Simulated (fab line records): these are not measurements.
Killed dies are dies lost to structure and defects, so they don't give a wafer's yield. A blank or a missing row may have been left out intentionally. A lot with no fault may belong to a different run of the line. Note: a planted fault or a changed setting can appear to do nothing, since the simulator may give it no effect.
Which tool is to blame? | flow nand harc | 21 lots, 63 wafers sampled, at 6 steps of a route of 1302

WHAT THE GAUGES SHOWED, per wafer
Not one reading of a measure or inspect step in the record can be checked against a usual standard deviation.

TOOL THAT RAN EACH LOT (tool first, then ch and the chambers of the sampled wafers, then the start)
lot  | NHARC_A_STAIRCASE_ETCH_170                    | NHARC_A_STAIRCASE_ETCH_21                     | NHARC_A_STAIRCASE_ETCH_23                     | NHARC_A_STAIRCASE_DESCUM_186       | NHARC_A_STAIRCASE_TRIM_196         | NHARC_A_STAIRCASE_TRIM_200
L075 | rie diel-11 ch 0,1, day 15 18:42 or earlier   | rie diel-11 ch 0,2,3, day 15 18:42 or earlier | rie diel-11 ch 1,2, day 15 18:42 or earlier   | rie diel-06 ch 0,3, day 15 18:42   | rie diel-11 ch 1,2,3, day 15 19:52 | rie diel-11 ch 0,1,2, no start
L074 | rie diel-01 ch 0,2,3, day 15 22:22 or earlier | rie diel-06 ch 0,2,3, day 15 22:22 or earlier | rie diel-06 ch 0,1,2, day 15 22:22 or earlier | rie diel-01 ch 0,1,2, day 15 22:22 | rie diel-11 ch 0,1,2, day 15 23:31 | rie diel-11 ch 0,1,3, no start
L076 | rie diel-01 ch 0,1,2, day 16 12:32 or earlier | rie diel-06 ch 0,1, day 16 12:32 or earlier   | rie diel-06 ch 1,2, day 16 12:32 or earlier   | rie diel-06 ch 1,2, day 16 12:32   | rie diel-06 ch 0,2,3, day 16 14:41 | rie diel-06 ch 0,1,2, no start
L078 | rie diel-06 ch 1,2,3, day 17 12:31 or earlier | rie diel-01 ch 0,1, day 17 12:31 or earlier   | rie diel-01 ch 2,3, day 17 12:31 or earlier   | rie diel-01 ch 0,2, day 17 12:31   | rie diel-11 ch 1,2,3, day 17 13:44 | rie diel-11 ch 0,1, no start
L077 | rie diel-06 ch 0,1,2, day 17 10:04 or earlier | rie diel-11 ch 0,1,2, day 17 10:04 or earlier | rie diel-11 ch 0,2,3, day 17 10:04 or earlier | rie diel-11 ch 0,1,3, day 17 10:04 | rie diel-11 ch 0,2,3, day 17 12:23 | rie diel-11 ch 0,1,2, no start
L079 | rie diel-01 ch 1,2,3, day 17 13:53 or earlier | rie diel-06 ch 0,1, day 17 13:53 or earlier   | rie diel-06 ch 0,1,3, day 17 13:53 or earlier | rie diel-06 ch 0,1,3, day 17 13:53 | rie diel-01 ch 0,2, day 17 15:06   | rie diel-01 ch 0,2,3, no start
L080 | rie diel-11 ch 0,3, day 18 09:36 or earlier   | rie diel-01 ch 2,3, day 18 09:36 or earlier   | rie diel-01 ch 1,2, day 18 09:36 or earlier   | rie diel-06 ch 0,3, day 18 09:36   | rie diel-06 ch 0,1,3, day 18 10:41 | rie diel-06 ch 0,2, no start
L081 | rie diel-11 ch 0,2,3, day 18 09:50 or earlier | rie diel-06 ch 0,2, day 18 09:50 or earlier   | rie diel-06 ch 0,1,3, day 18 09:50 or earlier | rie diel-11 ch 0,2,3, day 18 09:50 | rie diel-11 ch 1,2,3, day 18 10:58 | rie diel-11 ch 2,3, no start
L082 | rie diel-11 ch 0,1,2, day 19 03:53 or earlier | rie diel-01 ch 0,1,2, day 19 03:53 or earlier | rie diel-01 ch 0,3, day 19 03:53 or earlier   | rie diel-01 ch 0,1,3, day 19 03:53 | rie diel-06 ch 0,2, day 19 04:59   | rie diel-06 ch 1,2, no start
L084 | rie diel-06 ch 0,1,2, day 19 20:53 or earlier | rie diel-06 ch 0,1,3, day 19 20:53 or earlier | rie diel-06 ch 0,1,3, day 19 20:53 or earlier | rie diel-11 ch 0,3, day 19 20:53   | rie diel-01 ch 1,3, day 19 22:19   | rie diel-01 ch 1,2, no start
L083 | rie diel-01 ch 1,2,3, day 19 22:29 or earlier | rie diel-01 ch 1,3, day 19 22:29 or earlier   | rie diel-01 ch 2,3, day 19 22:29 or earlier   | rie diel-11 ch 2,3, day 19 22:29   | rie diel-01 ch 1,2, day 19 23:44   | rie diel-01 ch 2,3, no start
L085 | rie diel-01 ch 1,2,3, day 20 07:56 or earlier | rie diel-01 ch 0,2,3, day 20 07:56 or earlier | rie diel-01 ch 0,2,3, day 20 07:56 or earlier | rie diel-06 ch 2,3, day 20 07:56   | rie diel-06 ch 1,2,3, day 20 09:07 | rie diel-06 ch 0,1,2, no start
L087 | rie diel-06 ch 1,3, day 21 01:36 or earlier   | rie diel-01 ch 0,1,3, day 21 01:36 or earlier | rie diel-01 ch 0,1,3, day 21 01:36 or earlier | rie diel-11 ch 0,2,3, day 21 01:36 | rie diel-06 ch 1,2,3, day 21 02:44 | rie diel-06 ch 0,1,3, no start
L088 | rie diel-11 ch 1,3, day 21 17:46 or earlier   | rie diel-01 ch 1,2, day 21 17:46 or earlier   | rie diel-01 ch 0,1, day 21 17:46 or earlier   | rie diel-11 ch 1,3, day 21 17:46   | rie diel-06 ch 0,1,3, day 21 18:52 | rie diel-06 ch 0,2,3, no start
L090 | rie diel-01 ch 0,1,2, day 22 16:07 or earlier | rie diel-11 ch 0,1,3, day 22 16:07 or earlier | rie diel-11 ch 0,1,2, day 22 16:07 or earlier | rie diel-06 ch 0,1,2, day 22 16:07 | rie diel-06 ch 0,2, day 22 17:19   | rie diel-06 ch 0,2,3, no start
L092 | rie diel-11 ch 0,1,2, day 23 11:47 or earlier | rie diel-01 ch 1,2, day 23 11:47 or earlier   | rie diel-01 ch 0,1, day 23 11:47 or earlier   | rie diel-06 ch 1,2,3, day 23 11:47 | rie diel-06 ch 0,3, day 23 12:53   | rie diel-06 ch 2,3, no start
L093 | rie diel-11 ch 0,3, day 24 05:01 or earlier   | rie diel-01 ch 1,3, day 24 05:01 or earlier   | rie diel-01 ch 1,2,3, day 24 05:01 or earlier | rie diel-01 ch 0,2, day 24 05:01   | rie diel-11 ch 1,2, day 24 06:10   | rie diel-11 ch 0,2,3, no start
L095 | rie diel-06 ch 0,2, day 24 11:25 or earlier   | rie diel-11 ch 2,3, day 24 11:25 or earlier   | rie diel-11 ch 1,3, day 24 11:25 or earlier   | rie diel-11 ch 0,2,3, day 24 11:25 | rie diel-11 ch 0,1, day 24 12:31   | rie diel-11 ch 0,2, no start
L096 | rie diel-06 ch 0,1, day 24 12:01 or earlier   | rie diel-11 ch 2,3, day 24 12:01 or earlier   | rie diel-11 ch 0,2,3, day 24 12:01 or earlier | rie diel-06 ch 0,3, day 24 12:01   | rie diel-11 ch 0,1, day 24 13:23   | rie diel-11 ch 0,3, no start
L094 | rie diel-06 ch 1,2,3, day 24 15:38 or earlier | rie diel-06 ch 0,1,3, day 24 15:38 or earlier | rie diel-06 ch 1,2,3, day 24 15:38 or earlier | rie diel-11 ch 1,2,3, day 24 15:38 | rie diel-01 ch 0,1,2, day 24 17:26 | rie diel-01 ch 0,1,3, no start
L097 | rie diel-11 ch 0,2,3, day 25 07:22 or earlier | rie diel-06 ch 2,3, day 25 07:22 or earlier   | rie diel-06 ch 0,3, day 25 07:22 or earlier   | rie diel-06 ch 2,3, day 25 07:22   | rie diel-06 ch 0,2, day 25 08:40   | rie diel-06 ch 2,3, no start
- NHARC_A_STAIRCASE_ETCH_170: etches the open film in C4F6/O2, target depth 200 nm, time 66.667 s.
- NHARC_A_STAIRCASE_ETCH_21: etches the open film in C4F8/O2, target depth 100 nm, time 40.5 s.
- NHARC_A_STAIRCASE_ETCH_23: etches the open film in C4F8/O2, target depth 100 nm, time 40.5 s.
- NHARC_A_STAIRCASE_DESCUM_186: chemistry O2, time 3 s.
- NHARC_A_STAIRCASE_TRIM_196: chemistry O2, time 211.2 s.
- NHARC_A_STAIRCASE_TRIM_200: chemistry O2, time 211.2 s.

AS READ BY THE TOOLS THEMSELVES (means over the sampled wafers that have a number; for cases with no such wafer, the mark the record gives instead)
NHARC_A_STAIRCASE_ETCH_170. Usual: drypump motor current A 5.6 A, standard deviation 0.51; o2 flow sccm 20.01 sccm, standard deviation 0.062; oes product au 0.978 a.u., standard deviation 0.019; rf vpp V 546 V, standard deviation 4; showerhead plenum p Torr 3.90 Torr, standard deviation 0.19; throttle valve pct 26.903 %, standard deviation 0.0095.
lot  | tool        | drypump motor current A (A) | o2 flow sccm (sccm) | oes product au (a.u.) | rf vpp V (V) | showerhead plenum p Torr (Torr) | throttle valve pct (%) | flag
L075 | rie diel-11 | 4.8                         | 20.04               | 0.953                 | 543          | 3.74                            | 26.909                 |
L074 | rie diel-01 | 6.1                         | 20.07               | 0.979                 | 549          | 4.04                            | 26.903                 |
L076 | rie diel-01 | 5.9                         | 20.04               | 0.964                 | 548          | 3.95                            | 26.907                 |
L078 | rie diel-06 | 5.8                         | 19.99               | 0.989                 | 543          | 3.74                            | 26.902                 |
L077 | rie diel-06 | 5.8                         | 19.99               | 0.976                 | 544          | 3.75                            | 26.905                 |
L079 | rie diel-01 | 5.9                         | 19.95               | 0.976                 | 551          | 4.09                            | 26.915                 |
L080 | rie diel-11 | 5.2                         | 20.05               | 0.984                 | 545          | 3.85                            | 26.904                 |
L081 | rie diel-11 | 5.4                         | 20.02               | 0.988                 | 545          | 3.87                            | 26.896                 |
L082 | rie diel-11 | 5.2                         | 19.99               | 0.983                 | 545          | 3.80                            | 26.903                 |
L084 | rie diel-06 | 5.8                         | 19.96               | 0.966                 | 543          | 3.74                            | 26.908                 |
L083 | rie diel-01 | 6.0                         | 19.93               | 0.984                 | 550          | 4.08                            | 26.900                 |
L085 | rie diel-01 | 5.9                         | 19.95               | 0.976                 | 550          | 4.07                            | 26.910                 |
L087 | rie diel-06 | 5.9                         | 20.01               | 0.983                 | 542          | 3.65                            | 26.905                 |
L088 | rie diel-11 | 5.3                         | 20.06               | 0.957                 | 547          | 3.97                            | 26.903                 |
L090 | rie diel-01 | 5.9                         | 20.05               | 0.979                 | 551          | 4.12                            | 26.911                 |
L092 | rie diel-11 | 5.2                         | 19.96               | 0.974                 | 548          | 3.98                            | 26.898                 |
L093 | rie diel-11 | 5.2                         | 19.98               | 0.993                 | 544          | 3.83                            | 26.892                 |
L095 | rie diel-06 | 5.6                         | 20.06               | 0.986                 | 543          | 3.78                            | 26.904                 |
L096 | rie diel-06 | 5.8                         | 20.01               | 0.969                 | 546          | 3.85                            | 26.911                 |
L094 | rie diel-06 | 5.8                         | 20.08               | 1.002                 | 549          | 4.09                            | 26.900                 |
L097 | rie diel-11 | 5.4                         | 20.00               | 0.982                 | 545          | 3.84                            | 26.907                 |

NHARC_A_STAIRCASE_ETCH_21. Usual: oes product au 0.952 a.u., standard deviation 0.02; rf vpp V 896 V, standard deviation 6.7.
lot  | tool        | oes product au (a.u.) | rf vpp V (V) | flag
L075 | rie diel-11 | 0.986                 | 895          |
L074 | rie diel-06 | 0.987                 | 889          |
L076 | rie diel-06 | 0.966                 | 888          |
L078 | rie diel-01 | 0.978                 | 902          |
L077 | rie diel-11 | 0.939                 | 893          |
L079 | rie diel-06 | 0.948                 | 887          |
L080 | rie diel-01 | 0.944                 | 900          |
L081 | rie diel-06 | 0.948                 | 890          |
L082 | rie diel-01 | 0.951                 | 903          |
L084 | rie diel-06 | 0.959                 | 887          |
L083 | rie diel-01 | 0.941                 | 898          |
L085 | rie diel-01 | 0.955                 | 899          |
L087 | rie diel-01 | 0.945                 | 900          |
L088 | rie diel-01 | 0.970                 | 905          |
L090 | rie diel-11 | 0.953                 | 897          |
L092 | rie diel-01 | 0.941                 | 903          |
L093 | rie diel-01 | 0.935                 | 897          |
L095 | rie diel-11 | 0.947                 | 893          |
L096 | rie diel-11 | 0.928                 | 894          |
L094 | rie diel-06 | 0.946                 | 899          |
L097 | rie diel-06 | 0.953                 | 897          |

NHARC_A_STAIRCASE_ETCH_23. Usual: oes product au 0.949 a.u., standard deviation 0.016; rf vpp V 896 V, standard deviation 6.5.
lot  | tool        | oes product au (a.u.) | rf vpp V (V) | flag
L075 | rie diel-11 | 0.954                 | 892          |
L074 | rie diel-06 | 0.965                 | 891          |
L076 | rie diel-06 | 0.967                 | 890          |
L078 | rie diel-01 | 0.950                 | 900          |
L077 | rie diel-11 | 0.954                 | 895          |
L079 | rie diel-06 | 0.948                 | 888          |
L080 | rie diel-01 | 0.947                 | 905          |
L081 | rie diel-06 | 0.947                 | 889          |
L082 | rie diel-01 | 0.964                 | 897          |
L084 | rie diel-06 | 0.960                 | 888          |
L083 | rie diel-01 | 0.952                 | 900          |
L085 | rie diel-01 | 0.950                 | 899          |
L087 | rie diel-01 | 0.962                 | 899          |
L088 | rie diel-01 | 0.968                 | 903          |
L090 | rie diel-11 | 0.937                 | 898          |
L092 | rie diel-01 | 0.936                 | 902          |
L093 | rie diel-01 | 0.950                 | 900          |
L095 | rie diel-11 | 0.933                 | 901          |
L096 | rie diel-11 | 0.945                 | 893          |
L094 | rie diel-06 | 0.955                 | 901          |
L097 | rie diel-06 | 0.934                 | 894          |

NHARC_A_STAIRCASE_DESCUM_186. Usual: drypump motor current A 5.5 A, standard deviation 0.49; o2 flow sccm 200.0 sccm, standard deviation 0.56; oes product au 1.004 a.u., standard deviation 0.016; rf vpp V 57.8 V, standard deviation 0.86; showerhead plenum p Torr 1.90 Torr, standard deviation 0.099; throttle valve pct 11.311 %, standard deviation 0.0083.
lot  | tool        | drypump motor current A (A) | o2 flow sccm (sccm) | oes product au (a.u.) | rf vpp V (V) | showerhead plenum p Torr (Torr) | throttle valve pct (%) | flag
L075 | rie diel-06 | 5.7                         | 200.1               | 1.000                 | 57.5         | 1.80                            | 11.304                 |
L074 | rie diel-01 | 6.0                         | 199.5               | 0.992                 | 57.6         | 1.93                            | 11.319                 |
L076 | rie diel-06 | 5.9                         | 200.5               | 1.017                 | 57.9         | 1.82                            | 11.318                 |
L078 | rie diel-01 | 6.1                         | 200.1               | 1.015                 | 58.4         | 2.01                            | 11.305                 |
L077 | rie diel-11 | 5.0                         | 200.0               | 0.982                 | 57.3         | 1.84                            | 11.308                 |
L079 | rie diel-06 | 5.9                         | 200.0               | 1.004                 | 57.4         | 1.78                            | 11.307                 |
L080 | rie diel-06 | 5.7                         | 200.0               | 0.997                 | 56.6         | 1.78                            | 11.309                 |
L081 | rie diel-11 | 5.4                         | 199.9               | 1.007                 | 57.8         | 1.88                            | 11.307                 |
L082 | rie diel-01 | 5.6                         | 199.9               | 0.998                 | 57.9         | 1.98                            | 11.319                 |
L084 | rie diel-11 | 5.2                         | 199.8               | 1.013                 | 57.7         | 1.87                            | 11.323                 |
L083 | rie diel-11 | 5.8                         | 199.3               | 0.994                 | 57.2         | 1.89                            | 11.307                 |
L085 | rie diel-06 | 5.6                         | 200.1               | 1.013                 | 58.1         | 1.84                            | 11.311                 |
L087 | rie diel-11 | 5.4                         | 200.2               | 1.003                 | 57.5         | 1.88                            | 11.314                 |
L088 | rie diel-11 | 5.3                         | 200.1               | 1.012                 | 57.7         | 1.94                            | 11.307                 |
L090 | rie diel-06 | 5.8                         | 200.1               | 1.015                 | 58.2         | 1.91                            | 11.318                 |
L092 | rie diel-06 | 5.7                         | 200.0               | 1.021                 | 58.6         | 2.00                            | 11.310                 |
L093 | rie diel-01 | 6.4                         | 200.0               | 1.008                 | 58.5         | 2.00                            | 11.313                 |
L095 | rie diel-11 | 5.4                         | 199.7               | 1.015                 | 57.8         | 1.87                            | 11.315                 |
L096 | rie diel-06 | 5.7                         | 200.3               | 1.004                 | 57.2         | 1.88                            | 11.305                 |
L094 | rie diel-11 | 5.4                         | 199.8               | 0.994                 | 58.0         | 1.94                            | 11.320                 |
L097 | rie diel-06 | 5.6                         | 200.1               | 1.021                 | 57.6         | 1.93                            | 11.313                 |

NHARC_A_STAIRCASE_TRIM_196. Usual: drypump motor current A 5.6 A, standard deviation 0.49; o2 flow sccm 499.9 sccm, standard deviation 1.6; oes product au 1.002 a.u., standard deviation 0.016; rf vpp V 57.8 V, standard deviation 0.92; showerhead plenum p Torr 3.52 Torr, standard deviation 0.18; throttle valve pct 17.037 %, standard deviation 0.0093.
lot  | tool        | drypump motor current A (A) | o2 flow sccm (sccm) | oes product au (a.u.) | rf vpp V (V) | showerhead plenum p Torr (Torr) | throttle valve pct (%) | flag
L075 | rie diel-11 | 5.4                         | 499.0               | 0.993                 | 58.5         | 3.43                            | 17.038                 |
L074 | rie diel-11 | 5.2                         | 500.3               | 1.004                 | 57.6         | 3.43                            | 17.038                 |
L076 | rie diel-06 | 5.7                         | 500.7               | 1.004                 | 58.2         | 3.37                            | 17.031                 |
L078 | rie diel-11 | 5.4                         | 499.4               | 0.990                 | 57.6         | 3.42                            | 17.043                 |
L077 | rie diel-11 | 5.4                         | 499.6               | 1.007                 | 57.6         | 3.49                            | 17.034                 |
L079 | rie diel-01 | 6.2                         | 497.4               | 1.011                 | 58.0         | 3.68                            | 17.039                 |
L080 | rie diel-06 | 5.8                         | 500.3               | 0.995                 | 57.3         | 3.30                            | 17.038                 |
L081 | rie diel-11 | 5.5                         | 499.2               | 0.986                 | 57.3         | 3.42                            | 17.034                 |
L082 | rie diel-06 | 5.7                         | 499.8               | 1.004                 | 58.1         | 3.43                            | 17.039                 |
L084 | rie diel-01 | 5.4                         | 499.6               | 0.992                 | 58.8         | 3.69                            | 17.038                 |
L083 | rie diel-01 | 6.2                         | 501.8               | 0.999                 | 58.1         | 3.75                            | 17.032                 |
L085 | rie diel-06 | 5.8                         | 500.6               | 1.008                 | 56.9         | 3.35                            | 17.031                 |
L087 | rie diel-06 | 5.8                         | 500.3               | 1.013                 | 57.5         | 3.34                            | 17.036                 |
L088 | rie diel-06 | 5.9                         | 500.6               | 1.008                 | 58.3         | 3.64                            | 17.036                 |
L090 | rie diel-06 | 5.7                         | 499.5               | 1.005                 | 57.4         | 3.35                            | 17.030                 |
L092 | rie diel-06 | 5.7                         | 498.8               | 0.998                 | 58.1         | 3.63                            | 17.034                 |
L093 | rie diel-11 | 5.2                         | 500.7               | 0.975                 | 58.9         | 3.69                            | 17.040                 |
L095 | rie diel-11 | 4.8                         | 500.3               | 0.999                 | 57.9         | 3.56                            | 17.046                 |
L096 | rie diel-11 | 4.8                         | 500.2               | 0.996                 | 58.0         | 3.56                            | 17.026                 |
L094 | rie diel-01 | 5.9                         | 498.6               | 1.003                 | 57.9         | 3.70                            | 17.033                 |
L097 | rie diel-06 | 5.7                         | 497.8               | 0.995                 | 57.5         | 3.34                            | 17.036                 |

NHARC_A_STAIRCASE_TRIM_200. Usual: drypump motor current A 5.6 A, standard deviation 0.5; o2 flow sccm 499.9 sccm, standard deviation 1.5; oes product au 1.004 a.u., standard deviation 0.017; rf vpp V 57.7 V, standard deviation 0.89; showerhead plenum p Torr 3.51 Torr, standard deviation 0.18; throttle valve pct 17.037 %, standard deviation 0.0096.
lot  | tool        | drypump motor current A (A) | o2 flow sccm (sccm) | oes product au (a.u.) | rf vpp V (V) | showerhead plenum p Torr (Torr) | throttle valve pct (%) | flag
L075 | rie diel-11 | 5.2                         | 499.0               | 0.995                 | 57.6         | 3.43                            | 17.036                 |
L074 | rie diel-11 | 5.0                         | 498.9               | 0.995                 | 57.7         | 3.41                            | 17.041                 |
L076 | rie diel-06 | 5.7                         | 499.4               | 1.009                 | 57.4         | 3.37                            | 17.028                 |
L078 | rie diel-11 | 4.8                         | 500.3               | 0.980                 | 56.8         | 3.34                            | 17.039                 |
L077 | rie diel-11 | 5.2                         | 502.1               | 0.998                 | 57.3         | 3.42                            | 17.037                 |
L079 | rie diel-01 | 6.1                         | 500.1               | 1.011                 | 57.1         | 3.63                            | 17.036                 |
L080 | rie diel-06 | 5.7                         | 498.7               | 1.002                 | 57.3         | 3.37                            | 17.042                 |
L081 | rie diel-11 | 5.6                         | 498.6               | 1.009                 | 57.6         | 3.48                            | 17.035                 |
L082 | rie diel-06 | 5.7                         | 500.7               | 1.010                 | 57.3         | 3.41                            | 17.035                 |
L084 | rie diel-01 | 6.2                         | 501.7               | 1.004                 | 58.3         | 3.75                            | 17.036                 |
L083 | rie diel-01 | 6.4                         | 500.0               | 1.002                 | 58.6         | 3.65                            | 17.030                 |
L085 | rie diel-06 | 5.8                         | 500.7               | 1.009                 | 57.0         | 3.35                            | 17.035                 |
L087 | rie diel-06 | 5.9                         | 500.3               | 0.997                 | 57.8         | 3.29                            | 17.035                 |
L088 | rie diel-06 | 5.7                         | 499.7               | 1.009                 | 58.4         | 3.53                            | 17.038                 |
L090 | rie diel-06 | 5.7                         | 499.2               | 1.015                 | 57.5         | 3.52                            | 17.032                 |
L092 | rie diel-06 | 5.7                         | 500.4               | 1.023                 | 57.9         | 3.69                            | 17.032                 |
L093 | rie diel-11 | 5.4                         | 500.6               | 1.005                 | 57.5         | 3.46                            | 17.034                 |
L095 | rie diel-11 | 5.5                         | 500.8               | 0.992                 | 57.5         | 3.47                            | 17.034                 |
L096 | rie diel-11 | 4.9                         | 500.2               | 1.017                 | 57.4         | 3.44                            | 17.047                 |
L094 | rie diel-01 | 5.6                         | 498.5               | 0.988                 | 57.8         | 3.62                            | 17.037                 |
L097 | rie diel-06 | 5.6                         | 499.1               | 1.020                 | 58.1         | 3.56                            | 17.034                 |

THE ANSWER, worked out from the rows above alone
Rule: lot off if the mean of its wafers having a number is beyond 3 standard deviations from the usual mean. A lot without any number at a reading at which 4 lots or more have one is off too. Where the step has rows for the other lots, those lots are counted as sound. After the gauges, taken in route order, come the tools' own readings; for these a lot's mean is taken, as printed above. The first step at which some lot is off is used, and at that step the reading that is off furthest; a lot without a number counts as furthest.
Nothing can be told from this: no lot is off at any reading shown.

WHAT HAD BEEN PUT IN BY THE SIMULATOR
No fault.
